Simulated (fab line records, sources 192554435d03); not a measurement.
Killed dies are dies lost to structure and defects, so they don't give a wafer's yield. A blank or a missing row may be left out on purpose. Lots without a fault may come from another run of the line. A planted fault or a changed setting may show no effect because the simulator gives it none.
Split-lot experiment | flow n5_finfet | 7 lots, 21 wafers read, on a route of 1938 steps

THE SPLIT
At N5_BEOL_M3_COAT_67 (time 60 s, resist thk 60 nm), the setting spin_rpm was moved away from the recipe's 1500 rpm on 6 of the 21 wafers read, by -8.3% to +10.0%. The other wafers ran this setting at the recipe's value.

FROM THE SPLIT TO THE READING: what the file shows between them, 4 steps
- N5_BEOL_M3_COAT_68: time 60 s, resist thk 12 nm
- N5_BEOL_M3_COAT_76: time 60 s, resist thk 5 nm
- N5_BEOL_M3_ALD_98: deposits SiO2, target thk 2.5 nm, pulse time 1 s, co reactant pulse time 1 s
- N5_BEOL_M3_ETCHBACK_99: etches SiO2 in CHF3, target depth 5 nm, time 10.4 s

THE READING
etch.depth_nm (the simulator's own value, which no gauge read), in nm, at N5_BEOL_M3_ETCH_70 (etches SOC in N2/H2, target depth 80 nm, overetch 16 nm, time 120 s). The file gives no usual value for it. The 15 wafers here that ran the recipe average 60.05 nm, standard deviation 0.12 nm.

wafer  | tool, chamber at the split | spin_rpm as run, rpm | against the recipe | etch.depth_nm, nm | against lot-mates on the recipe
L075.1 | litho_track-01, 0          | 1627                 | +8.5%              | 57.6              | -2.40
L075.3 | litho_track-01, 0          | 1627                 | +8.5%              | 57.55             | -2.45
L075.4 | litho_track-01, 0          | 1500                 | recipe             | 60                | -
L076.1 | litho_track-02, 0          | 1500                 | recipe             | 60.14             | -
L076.2 | litho_track-02, 0          | 1375                 | -8.3%              | 62.85             | +2.69
L076.6 | litho_track-02, 0          | 1500                 | recipe             | 60.19             | -
L081.1 | litho_track-01, 0          | 1500                 | recipe             | 60.13             | -
L081.3 | litho_track-01, 0          | 1500                 | recipe             | 60.04             | -
L081.6 | litho_track-01, 0          | 1500                 | recipe             | 60.22             | -
L083.1 | litho_track-02, 0          | 1500                 | recipe             | 59.92             | -
L083.3 | litho_track-02, 0          | 1500                 | recipe             | 59.98             | -
L083.4 | litho_track-02, 0          | 1500                 | recipe             | 59.91             | -
L086.1 | litho_track-01, 0          | 1500                 | recipe             | 59.97             | -
L086.3 | litho_track-01, 0          | 1500                 | recipe             | 60.19             | -
L086.5 | litho_track-01, 0          | 1500                 | recipe             | 60.19             | -
L096.2 | litho_track-02, 0          | 1500                 | recipe             | 60.01             | -
L096.3 | litho_track-02, 0          | 1500                 | recipe             | 59.87             | -
L096.6 | litho_track-02, 0          | 1404                 | -6.4%              | 61.94             | +2.00
L095.2 | litho_track-01, 0          | 1650                 | +10.0%             | 57.13             | -2.79
L095.5 | litho_track-01, 0          | 1650                 | +10.0%             | 57.12             | -2.80
L095.6 | litho_track-01, 0          | 1500                 | recipe             | 59.92             | -

THE FIT
A straight line over all 21 wafers: etch.depth_nm changes by -0.3 nm for each +1% of spin_rpm; r = -1.00; the points scatter about the line by 0.13 nm.
The same after taking each lot's own level away (the mean of its wafers on the recipe; 21 wafers): -0.293 nm for each +1%; r = -1.00; scatter 0.09 nm.
On that fit, the largest move of spin_rpm shifts the reading by 2.9 nm.
The lots' own levels span 59.920 to 60.165 nm, that is 2.1 times the standard deviation above.
So the lot-to-lot level changes the slope little: the two slopes agree.
Check: with one of the wafers moved furthest among these (+10.0%) left out of the fit, the line predicts -2.93 nm for it against its lot-mates. It came out at -2.79 nm against them.

OTHER SPLITS ON THESE WAFERS
These wafers also went through other splits before the reading. Each is held against what the fit with the lots' levels taken away leaves over:
other split on the same wafers | wafers away from the commonest value | r with etch.depth_nm (lot level and that fit taken away)
N5_BEOL_M3_ETCH_64 time_s      | 7                                    | -0.04

THE WHOLE CHAIN: every reading that the file lists as answering this split, in the file's order
step               | what it does                                                        | reading                                                                        | change (the file's fit)               | r (the file's)
N5_BEOL_M3_COAT_67 | time 60 s, resist thk 60 nm                                         | SOC_of_BEOL_M3_COAT_67.thk_nm (the simulator's own value, which no gauge read) | -0.296 nm for each +1% of the setting | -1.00
N5_BEOL_M3_ETCH_70 | etches SOC in N2/H2, target depth 80 nm, overetch 16 nm, time 120 s | etch.depth_nm (the simulator's own value, which no gauge read)                 | -0.297 nm for each +1% of the setting | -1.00

THE FILE'S OWN FIT
etch.depth_nm changes by -0.297 nm for each +1% of spin_rpm, r = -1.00.
